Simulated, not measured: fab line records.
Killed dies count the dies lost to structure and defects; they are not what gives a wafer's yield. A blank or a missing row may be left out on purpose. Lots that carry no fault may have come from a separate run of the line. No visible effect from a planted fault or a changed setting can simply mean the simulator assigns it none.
Matching of chambers	flow n5_finfet	rie_diel-01 running N5_BEOL_M12_VIA_ETCH_16: 4 sister chambers
The step etches SiOC in C4F8/O2/Ar, target depth 724.8 nm. 4 wafers are shown with their chamber, then 12 later ones without.

== EACH WAFER AND ITS CHAMBER ==
wafer	chamber	showerhead_plenum_p_Torr (Torr)
L080.2	0	3.35
L087.1	3	3.57
L089.2	1	3.33
L089.5	2	3.56

== WAFERS WITH NO CHAMBER GIVEN ==
wafer	showerhead_plenum_p_Torr (Torr)
L092.1	3.34
L092.2	3.57
L092.5	3.34
L094.2	3.55
L094.3	3.34
L094.4	3.33
L095.1	3.34
L095.4	3.55
L095.5	3.55
L097.1	3.32
L097.3	3.33
L097.5	3.33

== CHAMBER TAKEN BY EACH ==
wafer	from the rows above	in truth
L092.1	can't be placed: 1 or 0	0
L092.2	can't be placed: 3 or 2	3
L092.5	can't be placed: 1 or 0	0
L094.2	can't be placed: 2 or 3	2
L094.3	can't be placed: 1 or 0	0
L094.4	1	1
L095.1	can't be placed: 1 or 0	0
L095.4	can't be placed: 2 or 3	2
L095.5	can't be placed: 2 or 3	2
L097.1	1	1
L097.3	1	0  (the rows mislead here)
L097.5	1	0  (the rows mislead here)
Placed correctly: 2 of 12. From these rows, 8 cannot be placed; in 8 the true chamber is one of the candidates. Wrongly placed: 2.
How it was worked out, from the rows above alone: a wafer's distance from a chamber is the root of the sum, over the readings, of the square of ((its reading less the chamber's mean) divided by the reading's scatter). If the next closest chamber is less than 2 further off than the closest, the wafer can't be placed; otherwise it belongs to the closest. Each chamber's mean is taken over the wafers shown for it. The scatter (one wafer shown for each chamber): square how far every hidden wafer sits from the nearest shown wafer, average those squares and take the square root.
